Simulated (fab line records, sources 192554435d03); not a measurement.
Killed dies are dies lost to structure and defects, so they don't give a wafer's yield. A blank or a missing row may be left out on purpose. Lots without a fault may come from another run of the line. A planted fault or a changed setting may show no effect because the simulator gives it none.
Split-lot experiment | flow n5_finfet | 7 lots, 21 wafers read, on a route of 1938 steps

THE SPLIT
At N5_SD_EPI_P_DESCUM_14 (chemistry O2, time 7.9 s), the setting time_s was moved away from the recipe's 7.9 s on 4 of the 21 wafers read, by -18.3% to -14.0%. The other wafers ran this setting at the recipe's value.

The reading is taken at the split's own step.

THE READING
CAR-ArF-block_of_SD_EPI_P_COAT_03.thk_nm (the simulator's own value, which no gauge read), in nm, at N5_SD_EPI_P_DESCUM_14 (chemistry O2, time 7.9 s). The file gives no usual value for it. The 17 wafers here that ran the recipe average 143.3 nm, standard deviation 0.31 nm.

wafer  | tool, chamber at the split | time_s as run, s | against the recipe | CAR-ArF-block_of_SD_EPI_P_COAT_03.thk_nm, nm | against lot-mates on the recipe
L074.1 | rie_diel-04, 0             | 7.9              | recipe             | 144                                          | -
L074.2 | rie_diel-04, 2             | 7.9              | recipe             | 143.8                                        | -
L074.5 | rie_diel-04, 1             | 7.9              | recipe             | 143.6                                        | -
L075.1 | rie_diel-02, 0,2           | 7.9              | recipe             | 143.2                                        | -
L075.2 | rie_diel-02, 0,2           | 7.9              | recipe             | 143.2                                        | -
L075.3 | rie_diel-02, 3             | 7.9              | recipe             | 143                                          | -
L077.1 | rie_diel-06, 1             | 6.458            | -18.3%             | 144.2                                        | +1.0
L077.3 | rie_diel-06, 0             | 7.9              | recipe             | 143.2                                        | -
L077.5 | rie_diel-06, 1             | 6.458            | -18.3%             | 144                                          | +0.8
L080.1 | rie_diel-06, 0             | 7.9              | recipe             | 143                                          | -
L080.2 | rie_diel-06, 1             | 7.9              | recipe             | 143.2                                        | -
L080.6 | rie_diel-06, 3             | 6.757            | -14.5%             | 144                                          | +0.9
L088.1 | rie_diel-02, 2             | 7.9              | recipe             | 143.2                                        | -
L088.2 | rie_diel-02, 0,3           | 7.9              | recipe             | 143                                          | -
L088.4 | rie_diel-02, 0,3           | 7.9              | recipe             | 143                                          | -
L092.1 | rie_diel-02, 2             | 7.9              | recipe             | 143.8                                        | -
L092.2 | rie_diel-02, 1             | 7.9              | recipe             | 143.2                                        | -
L092.3 | rie_diel-02, 3             | 7.9              | recipe             | 143.6                                        | -
L093.1 | rie_diel-06, 2             | 6.792            | -14.0%             | 144                                          | +0.6
L093.2 | rie_diel-06, 3             | 7.9              | recipe             | 143.2                                        | -
L093.5 | rie_diel-06, 1             | 7.9              | recipe             | 143.6                                        | -
Where a row lists several chambers, the file gives one row for several wafers and doesn't say which wafer went through which chamber.

THE FIT
A straight line over all 21 wafers: CAR-ArF-block_of_SD_EPI_P_COAT_03.thk_nm changes by -0.0433 nm for each +1% of time_s; r = -0.70; the points scatter about the line by 0.3 nm.
The same after taking each lot's own level away (the mean of its wafers on the recipe; 21 wafers): -0.0506 nm for each +1%; r = -0.91; scatter 0.16 nm.
On that fit, the largest move of time_s shifts the reading by 0.92 nm.
The lots' own levels span 143.07 to 143.80 nm, that is 2.3 times the standard deviation above.
So the lot-to-lot level blurs the effect unless lot-mates are compared.
Check: with one of the wafers moved furthest among these (-18.3%) left out of the fit, the line predicts +0.89 nm for it against its lot-mates. It came out at +1 nm against them.

OTHER SPLITS ON THESE WAFERS
These wafers also went through other splits before the reading. Each is held against what the fit with the lots' levels taken away leaves over:
other split on the same wafers  | wafers away from the commonest value | r with CAR-ArF-block_of_SD_EPI_P_COAT_03.thk_nm (lot level and that fit taken away)
N5_FIN_SAQP_PEB_14 peb_time_s   | 7                                    | -0.29
N5_FIN_SAQP_ETCH_65 time_s      | 6                                    | -0.12
N5_DUMMY_GATE_COAT_09 spin_rpm  | 8                                    | -0.37
N5_DUMMY_GATE_EXPOSE_12 dose_mj | 7                                    | -0.14

THE FILE'S OWN FIT
CAR-ArF-block_of_SD_EPI_P_COAT_03.thk_nm changes by -0.0512 nm for each +1% of time_s, r = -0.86.
